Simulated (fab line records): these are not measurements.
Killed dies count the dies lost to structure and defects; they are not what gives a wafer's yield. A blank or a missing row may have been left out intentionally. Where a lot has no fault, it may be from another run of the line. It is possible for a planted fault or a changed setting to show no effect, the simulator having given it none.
A struck lot beside a sound one -- flow nand_harc -- 13 out of 1302 route steps
Sound: these wafers, L142.1, L142.4, L142.5. Struck: wafers L149.4, L149.5, L149.6. The cause comes at the end.
Each step with rows lists, per side, the tool, then ch with its chambers, then its first start. Under that, the readings that differ: sound wafers -- struck wafers -- difference of the means -- sigmas: that difference in standard deviations of wafers without a fault.
alike: readings whose means differ by less than 2 such deviations, and words and numbers that are the same on both sides. not compared: withheld readings, readings that some wafer has no value for, bounds like >300 that may hide the same value, and numbers for which the record gives no deviation and whose values overlap.
Wherever a step has rows on one side only, a row that says differs or no value, or a row with sigmas, the two part there. Non-overlapping numbers with no deviation appear without sigmas and do not part them. A reading that every wafer of one side lacks parts them only if that side has two wafers or more.

first, 1 step without rows for these wafers: NHARC_THIN_TSV_SRD_23.
NHARC_THIN_TSV_DEGAS_53: time 60 s.
  sound on pvd_sputter-03 at day 24 10:29; struck on pvd_sputter-01 at day 26 18:36
  alike: heater_power_w
NHARC_THIN_TSV_PRE_CLEAN_54: time 30 s.
  sound on pvd_sputter-03 at day 24 10:32; struck on pvd_sputter-01 at day 26 18:39
  alike: heater_power_w
then, 8 steps without rows for these wafers: NHARC_THIN_TSV_PVD_55 (deposits TiN, target thk 50 nm); NHARC_THIN_TSV_PVD_24 (deposits Al, target thk 800 nm); NHARC_THIN_TSV_DEHYDRATE_25 (time 120 s); NHARC_THIN_TSV_HMDS_26 (time 30 s); NHARC_THIN_TSV_COAT_27; NHARC_THIN_TSV_SOFTBAKE_28 (time 95 s); NHARC_THIN_TSV_EBR_29; NHARC_THIN_TSV_EXPOSE_30 (exposes mask PAD).
NHARC_THIN_TSV_PEB_31: peb time 85 s.
  sound on litho_track-05 ch 0, day 24 11:23; struck on litho_track-07, day 26 19:37
  no value came back on the struck wafers for chill_plate_temp_C (C), exhaust_pa (Pa); on the sound wafers chill_plate_temp_C (C) reads 22.98 22.83 22.99
then, 1 step without rows for these wafers: NHARC_THIN_TSV_DEVELOP_32 (time 70 s).

== WHERE THEY PART ==
At NHARC_THIN_TSV_PEB_31 and nowhere else, as far as this record goes.

WHY: what had been put in by the simulator
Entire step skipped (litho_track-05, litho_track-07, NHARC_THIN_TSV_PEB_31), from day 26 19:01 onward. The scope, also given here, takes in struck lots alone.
